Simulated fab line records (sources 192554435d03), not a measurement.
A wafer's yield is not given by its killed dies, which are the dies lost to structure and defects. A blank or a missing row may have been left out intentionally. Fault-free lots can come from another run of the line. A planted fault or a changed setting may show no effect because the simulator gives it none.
Matching of chambers || flow n5 finfet || pecvd-01 running N5_BEOL_M11_ILD_DEP_00: 3 sister chambers
The step deposits SiCOH lowk from DEMS/porogen, target thk 308.51 nm, time 58 s. 6 wafers are shown with their chamber, then 6 later ones without.

## WAFERS PAIRED WITH THEIR CHAMBERS
{"wafer": "L714.1", "chamber": 0, "throttle valve pct (%)": 14.8, "run length s (s)": 101.5}
{"wafer": "L714.3", "chamber": 2, "throttle valve pct (%)": 13.8, "run length s (s)": 99.8}
{"wafer": "L714.6", "chamber": 1, "throttle valve pct (%)": 13.3, "run length s (s)": 101.3}
{"wafer": "L712.1", "chamber": 2, "throttle valve pct (%)": 14.3, "run length s (s)": 100.4}
{"wafer": "L712.2", "chamber": 0, "throttle valve pct (%)": 14.6, "run length s (s)": 101.4}
{"wafer": "L712.5", "chamber": 1, "throttle valve pct (%)": 13.6, "run length s (s)": 101.1}

## WAFERS MISSING THEIR CHAMBER
{"wafer": "L716.1", "throttle valve pct (%)": 14.6, "run length s (s)": 100.8}
{"wafer": "L716.4", "throttle valve pct (%)": 13.3, "run length s (s)": 100.9}
{"wafer": "L716.6", "throttle valve pct (%)": 14.0, "run length s (s)": 99.8}
{"wafer": "L715.2", "throttle valve pct (%)": 13.5, "run length s (s)": 101.1}
{"wafer": "L715.5", "throttle valve pct (%)": 13.7, "run length s (s)": 100.5}
{"wafer": "L715.6", "throttle valve pct (%)": 13.5, "run length s (s)": 101.6}

## THE CHAMBER EACH PASSED THROUGH
{"wafer": "L716.1", "from the rows above": "can't be placed: 0 or 2", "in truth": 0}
{"wafer": "L716.4", "from the rows above": 1, "in truth": 1}
{"wafer": "L716.6", "from the rows above": 2, "in truth": 2}
{"wafer": "L715.2", "from the rows above": 1, "in truth": 1}
{"wafer": "L715.5", "from the rows above": "can't be placed: 2 or 1", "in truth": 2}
{"wafer": "L715.6", "from the rows above": 1, "in truth": 1}
Correctly placed: 4 of 6. Unplaceable from these rows: 2, with the true chamber sitting among the candidates in 2. Number placed wrongly: 0.
How it was worked out, from the rows above alone: a wafer's distance from a chamber is the root of the sum, over the readings, of the square of ((its reading less the chamber's mean) divided by the reading's scatter). If the next closest chamber is less than 2 further off than the closest, the wafer can't be placed; otherwise it belongs to the closest. For every chamber, the mean is computed from those of its wafers that are shown. The scatter is the square root of a quotient: the sum, over the shown wafers, of each reading's squared deviation from its chamber's mean, divided by wafers minus chambers.
